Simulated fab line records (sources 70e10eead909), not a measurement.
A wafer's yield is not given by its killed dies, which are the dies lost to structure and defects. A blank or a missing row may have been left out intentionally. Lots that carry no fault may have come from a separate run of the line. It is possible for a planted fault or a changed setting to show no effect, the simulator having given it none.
Matching of chambers -- flow nandHarc -- 4 sister chambers for NHARC_P_M1_CMP_23 on cmp-02
The step polishes, t overpolish 20 s, target thk 157.82 nm. 8 wafers are shown with their chamber, then 8 later ones without.

== WAFERS PAIRED WITH THEIR CHAMBERS ==
wafer,chamber,motorCurrentA (A),timeToEndpointS (s)
L078.2,2,12.3,28.1
L080.5,2,11.8,25.5
L085.1,1,12.0,31.5
L085.6,0,12.0,30.9
L086.1,1,13.1,30.0
L086.2,3,13.2,27.6
L086.4,0,12.0,27.2
L089.2,3,13.3,28.0

== WAFERS MISSING THEIR CHAMBER ==
wafer,motorCurrentA (A),timeToEndpointS (s)
L089.4,11.8,25.0
L089.5,12.6,26.3
L090.1,12.2,25.6
L090.4,12.4,29.2
L090.6,12.7,27.0
L095.2,13.4,26.8
L095.3,12.9,27.2
L095.5,12.7,27.5

== WHICH CHAMBER EACH ONE RAN IN ==
wafer,from the rows above,in truth
L089.4,can't be placed: 2 or 0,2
L089.5,can't be placed: 2 or 3 or 0 or 1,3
L090.1,can't be placed: 2 or 0 or 3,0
L090.4,can't be placed: 0 or 1 or 2 or 3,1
L090.6,can't be placed: 3 or 2 or 0 or 1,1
L095.2,3,3
L095.3,can't be placed: 3 or 2 or 1 or 0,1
L095.5,can't be placed: 3 or 2 or 0 or 1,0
1 of 8 placed correctly. From these rows, 7 cannot be placed; in 7 the true chamber is one of the candidates. 0 placed wrongly.
How it was worked out, from the rows above alone: a wafer's distance from a chamber is the root of the sum, over the readings, of the square of ((its reading less the chamber's mean) divided by the reading's scatter). The wafer belongs to the nearest chamber; if the next one is less than 2 further off, it can't be placed. A chamber's mean is the mean of its shown wafers. The scatter: the root of (the sum of the squares of (reading less its chamber's mean) over the shown wafers, divided by (wafers less chambers)).
